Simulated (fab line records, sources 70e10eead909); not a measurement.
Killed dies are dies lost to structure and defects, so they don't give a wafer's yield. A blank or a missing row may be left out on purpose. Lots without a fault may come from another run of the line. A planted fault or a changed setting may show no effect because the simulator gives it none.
Which tool did it? | flow nand_harc | 12 lots, 36 wafers sampled, at 6 steps of a route of 1302

WHAT THE GAUGES READ, wafer by wafer
NHARC_P_ZERO_WELL_CD_MEAS_37: target cd 720 nm.
lot  | measured     | on        | cd_nm (nm)
L820 | day 2 00:55  | cd_sem-02 | 719.5 716.6 720.3
L821 | day 2 10:16  | cd_sem-02 | 722.4 717.8 719.9
L823 | day 3 06:02  | cd_sem-01 | 720.4 718.7 719.9
L826 | day 4 12:05  | cd_sem-03 | 717.7 720.9 720.6
L827 | day 4 22:05  | cd_sem-01 | 720.4 720.7 720.7
L828 | day 5 08:07  | cd_sem-02 | 718.7 721.6 722.3
L830 | day 6 03:50  | cd_sem-01 | 723.2 723.1 721.2
L838 | day 9 12:08  | cd_sem-01 | 720.6 718.8 718.9
L839 | day 9 22:17  | cd_sem-02 | 717.2 718.8 720.0
L840 | day 10 08:16 | cd_sem-01 | 715.2 717.1 718.8
L841 | day 10 18:07 | cd_sem-01 | 718.9 720.7 722.9
L843 | day 11 14:10 | cd_sem-02 | 719.1 720.7 717.6

NHARC_P_ZERO_WELL_CD_MEAS_52: target cd 2000 nm.
lot  | measured     | on        | cd_nm (nm)
L820 | day 2 02:34  | cd_sem-01 | 1998.6 1998.8 1997.2
L821 | day 2 11:54  | cd_sem-03 | 1998.6 1998.4 1999.2
L823 | day 3 07:41  | cd_sem-02 | 1999.3 1997.4 1997.8
L826 | day 4 13:44  | cd_sem-01 | 2001.4 2000.7 2000.9
L827 | day 4 23:43  | cd_sem-01 | 1999.8 1997.8 1999.6
L828 | day 5 09:38  | cd_sem-01 | 1997.5 1999.1 2000.8
L830 | day 6 05:29  | cd_sem-03 | - - -
L838 | day 9 13:46  | cd_sem-03 | 1999.9 2000.8 2003.3
L839 | day 9 23:57  | cd_sem-01 | 1997.7 1999.5 2000.8
L840 | day 10 09:55 | cd_sem-01 | 1999.1 1998.7 2000.1
L841 | day 10 19:39 | cd_sem-01 | 1996.9 1997.6 1998.0
L843 | day 11 15:49 | cd_sem-03 | 1997.3 2000.1 1998.8

NHARC_END_SORT_01.
lot  | measured     | on        | killed_at_array | killed_at_other | killed_at_periphery | killed_dies | killed_open | killed_short
L820 | day 24 07:41 | prober-02 | 72 74 72        | 0 0 0           | 5 10 6              | 77 84 78    | 5 3 5       | 4 2 6
L821 | day 25 04:56 | prober-02 | 67 69 57        | 0 1 0           | 1 0 6               | 68 70 63    | 2 2 2       | 2 6 3
L823 | day 25 04:55 | prober-01 | 23 15 20        | 3 2 1           | 8 5 12              | 34 22 33    | 3 3 3       | 4 2 4
L826 | day 26 19:47 | prober-01 | 49 52 43        | 1 1 2           | 1 5 0               | 51 58 45    | 6 3 1       | 2 1 1
L827 | day 26 18:14 | prober-02 | 70 79 78        | 2 0 3           | 3 2 1               | 75 81 82    | 4 4 5       | 2 0 1
L828 | day 27 12:47 | prober-01 | 51 58 49        | 2 0 1           | 0 2 0               | 53 60 50    | 2 3 2       | 0 6 2
L830 | day 28 11:38 | prober-02 | 64 70 67        | 0 2 0           | 613 605 610         | 677 677 677 | 4 5 5       | 1 4 2
L838 | day 31 06:31 | prober-02 | 29 66 65        | 2 2 1           | 4 2 5               | 35 70 71    | 2 1 4       | 3 4 2
L839 | day 32 08:04 | prober-01 | 104 85 73       | 2 0 2           | 4 6 6               | 110 91 81   | 3 4 4       | 5 2 2
L840 | day 32 17:13 | prober-01 | 80 67 74        | 3 1 1           | 11 9 2              | 94 77 77    | 4 5 9       | 2 1 3
L841 | day 33 03:35 | prober-02 | 33 37 38        | 0 1 0           | 4 4 1               | 37 42 39    | 4 2 4       | 0 1 2
L843 | day 34 06:13 | prober-02 | 40 27 53        | 1 3 1           | 5 3 6               | 46 33 60    | 4 1 5       | 2 4 3

WHICH TOOL RAN EACH LOT (tool, then ch and the chambers of the sampled wafers, then the start)
lot  | NHARC_P_ZERO_WELL_EXPOSE_49       | NHARC_P_GATE_ETCH_114                         | NHARC_P_GATE_DEGAS_109
L820 | krf_scanner-03 ch 0, day 2 02:24  | rie_diel-03 ch 0,1,3, day 5 21:29 or earlier  | pvd_sputter-03, day 5 21:29
L821 | krf_scanner-04 ch 0, day 2 11:45  | rie_diel-09 ch 0,2,3, day 5 21:38 or earlier  | pvd_sputter-02, day 5 21:38
L823 | krf_scanner-02 ch 0, day 3 07:32  | rie_diel-01 ch 1,2,3, day 6 23:06 or earlier  | pvd_sputter-03, day 6 23:06
L826 | krf_scanner-03 ch 0, day 4 13:35  | rie_diel-03 ch 1,3, day 8 07:14 or earlier    | pvd_sputter-02, day 8 07:14
L827 | krf_scanner-04 ch 0, day 4 23:34  | rie_diel-09 ch 0,2,3, day 8 13:21 or earlier  | pvd_sputter-01, day 8 13:21
L828 | krf_scanner-04 ch 0, day 5 09:29  | rie_diel-01 ch 0,1,3, day 9 01:48 or earlier  | pvd_sputter-03, day 9 01:48
L830 | krf_scanner-02 ch 0, day 6 05:20  | -                                             | -
L838 | krf_scanner-02 ch 0, day 9 13:37  | rie_diel-01 ch 0,1, day 13 01:39 or earlier   | pvd_sputter-01, day 13 01:39
L839 | krf_scanner-03 ch 0, day 9 23:48  | rie_diel-09 ch 1,2,3, day 13 15:22 or earlier | pvd_sputter-01, day 13 15:22
L840 | krf_scanner-02 ch 0, day 10 09:45 | rie_diel-01 ch 1,2,3, day 14 03:44 or earlier | pvd_sputter-01, day 14 03:44
L841 | krf_scanner-02 ch 0, day 10 19:30 | rie_diel-09 ch 1,2, day 14 11:02 or earlier   | pvd_sputter-01, day 14 11:02
L843 | krf_scanner-04 ch 0, day 11 15:40 | rie_diel-01 ch 0,1,2, day 15 05:52 or earlier | pvd_sputter-02, day 15 05:52
- NHARC_P_ZERO_WELL_EXPOSE_49: exposes mask P HVPW, target cd 2000 nm.
- NHARC_P_GATE_ETCH_114: etches the open film in CF4/O2, target depth 30 nm, overetch 3 nm, time 16.5 s.
- NHARC_P_GATE_DEGAS_109: time 60 s.

WHAT THE TOOLS THEMSELVES READ (means of the sampled wafers that have a number; where no wafer has one, the mark that the record gives instead)
NHARC_P_ZERO_WELL_EXPOSE_49.
lot  | tool           | stage_vel_mm_s (mm/s)
L820 | krf_scanner-03 | 500.23
L821 | krf_scanner-04 | 500.28
L823 | krf_scanner-02 | 499.72
L826 | krf_scanner-03 | 499.92
L827 | krf_scanner-04 | 499.67
L828 | krf_scanner-04 | 499.72
L830 | krf_scanner-02 | 499.82
L838 | krf_scanner-02 | 500.14
L839 | krf_scanner-03 | 500.27
L840 | krf_scanner-02 | 500.37
L841 | krf_scanner-02 | 500.04
L843 | krf_scanner-04 | 499.78

NHARC_P_GATE_ETCH_114.
lot  | tool        | drypump_motor_current_A (A) | oes_product_au (a.u.) | rf_vpp_V (V) | showerhead_plenum_p_Torr (Torr) | throttle_valve_pct (%)
L820 | rie_diel-03 | 5.7                         | 1.004                 | 196.9        | 1.33                            | 13.403
L821 | rie_diel-09 | 6.1                         | 0.994                 | 197.0        | 1.32                            | 13.400
L823 | rie_diel-01 | 5.9                         | 1.010                 | 197.0        | 1.31                            | 13.406
L826 | rie_diel-03 | 5.7                         | 1.009                 | 197.4        | 1.34                            | 13.396
L827 | rie_diel-09 | 6.1                         | 0.993                 | 197.2        | 1.32                            | 13.393
L828 | rie_diel-01 | 6.1                         | 0.998                 | 197.1        | 1.30                            | 13.391
L838 | rie_diel-01 | 5.8                         | 1.003                 | 196.5        | 1.28                            | 13.386
L839 | rie_diel-09 | 5.6                         | 1.001                 | 197.3        | 1.36                            | 13.391
L840 | rie_diel-01 | 5.9                         | 1.002                 | 196.9        | 1.30                            | 13.393
L841 | rie_diel-09 | 5.6                         | 1.004                 | 198.8        | 1.40                            | 13.399
L843 | rie_diel-01 | 6.0                         | 1.010                 | 197.1        | 1.31                            | 13.396

NHARC_P_GATE_DEGAS_109.
lot  | tool           | heater_power_w (W)
L820 | pvd_sputter-03 | 461
L821 | pvd_sputter-02 | 431
L823 | pvd_sputter-03 | 451
L826 | pvd_sputter-02 | 432
L827 | pvd_sputter-01 | 457
L828 | pvd_sputter-03 | 483
L838 | pvd_sputter-01 | 405
L839 | pvd_sputter-01 | 430
L840 | pvd_sputter-01 | 402
L841 | pvd_sputter-01 | 483
L843 | pvd_sputter-02 | 451

THE ANSWER, worked out from the rows above alone
Rule: what is usual is taken from the lots themselves. Put in order of their means at a reading, lots are off if they are a third of the lots or fewer, leave a main group of 4 or more, and stand apart from it by a gap of 3 or more times the standard deviation of the main group's means; of several such gaps the widest counts. A main group whose means are all the same, to the digits that the tables above print for the reading, isn't used. A lot without any number at a reading at which 4 lots or more have one is off too. The other lots that the step has rows for count as sound. The gauges are gone through in route order, then the tools' own readings, and for those a lot's mean is taken as printed above. The first step at which some lot is off is used, and at that step the reading that is off furthest; a lot without a number counts as furthest.
Off: L830, at NHARC_P_ZERO_WELL_CD_MEAS_52 (cd_nm). Without a number there: L830. The main group: mean 1999.1 nm, standard deviation 1.1.
A tool fits if, at a process step before that reading, it ran every lot that is off, and no sound lot after the first of them. The gauges at NHARC_P_ZERO_WELL_CD_MEAS_52 aren't tried: what is off there is off at NHARC_END_SORT_01 too, on other tools, and a gauge's error can't cause that. None of those tried fits.

WHAT THE SIMULATOR HAD PUT IN
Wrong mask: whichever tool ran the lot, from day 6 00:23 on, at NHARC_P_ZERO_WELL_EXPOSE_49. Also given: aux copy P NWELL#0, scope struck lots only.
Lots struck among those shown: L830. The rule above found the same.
